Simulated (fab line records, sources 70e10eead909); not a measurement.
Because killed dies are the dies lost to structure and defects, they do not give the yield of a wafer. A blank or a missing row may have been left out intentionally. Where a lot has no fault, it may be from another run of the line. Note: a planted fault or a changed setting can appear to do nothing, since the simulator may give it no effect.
Matching of chambers | flow nand-harc | rie-si-03 running NHARC_THIN_TSV_ETCH_15: 4 sister chambers
The step target depth 3000 nm, bosch target overetch cycles 2, bosch etch step 2.8 s. 18 wafers are shown with their chamber, then 9 later ones without.

WAFERS, EACH WITH ITS CHAMBER
wafer  | chamber | drypump-motor-current-A (A)
L074.3 | 1       | 5.5
L074.4 | 3       | 5.8
L074.5 | 0       | 5.1
L075.1 | 1       | 5.4
L075.4 | 3       | 5.7
L075.5 | 2       | 5.8
L080.1 | 3       | 5.8
L080.2 | 1       | 5.5
L080.3 | 0       | 5.1
L081.1 | 1       | 5.5
L081.3 | 0       | 5.1
L081.5 | 0       | 5.1
L084.1 | 0       | 5.1
L084.3 | 3       | 5.8
L084.4 | 1       | 5.5
L087.1 | 3       | 5.7
L087.3 | 1       | 5.5
L087.4 | 2       | 5.8

SIGNATURES (averages over the wafers above)
reading                 | chamber 0 | chamber 1 | chamber 2 | chamber 3 | scatter within a chamber
drypump-motor-current-A | 5.100     | 5.483     | 5.800     | 5.760     | 0.0381
Rule: distance of a wafer from a chamber = root of the sum over the readings of ((wafer's reading minus chamber's mean) / reading's scatter) squared. If the next closest chamber is less than 2 further off than the closest, the wafer can't be placed; otherwise it belongs to the closest. The scatter is the square root of a quotient: the sum, over the shown wafers, of each reading's squared deviation from its chamber's mean, divided by wafers minus chambers.

WAFERS MISSING THEIR CHAMBER
wafer  | drypump-motor-current-A (A)
L088.3 | 5.5
L088.4 | 5.1
L088.6 | 5.1
L090.3 | 5.8
L090.4 | 5.1
L090.5 | 5.8
L092.1 | 5.7
L092.2 | 5.9
L092.6 | 5.1

CHAMBER TAKEN BY EACH
wafer  | from the rows above     | in truth
L088.3 | 1                       | 1
L088.4 | 0                       | 0
L088.6 | 0                       | 0
L090.3 | can't be placed: 2 or 3 | 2
L090.4 | 0                       | 0
L090.5 | can't be placed: 2 or 3 | 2
L092.1 | can't be placed: 3 or 2 | 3
L092.2 | can't be placed: 2 or 3 | 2
L092.6 | 0                       | 0
Correctly placed: 5 of 9. Unplaceable from these rows: 4, with the true chamber sitting among the candidates in 4. Number placed wrongly: 0.
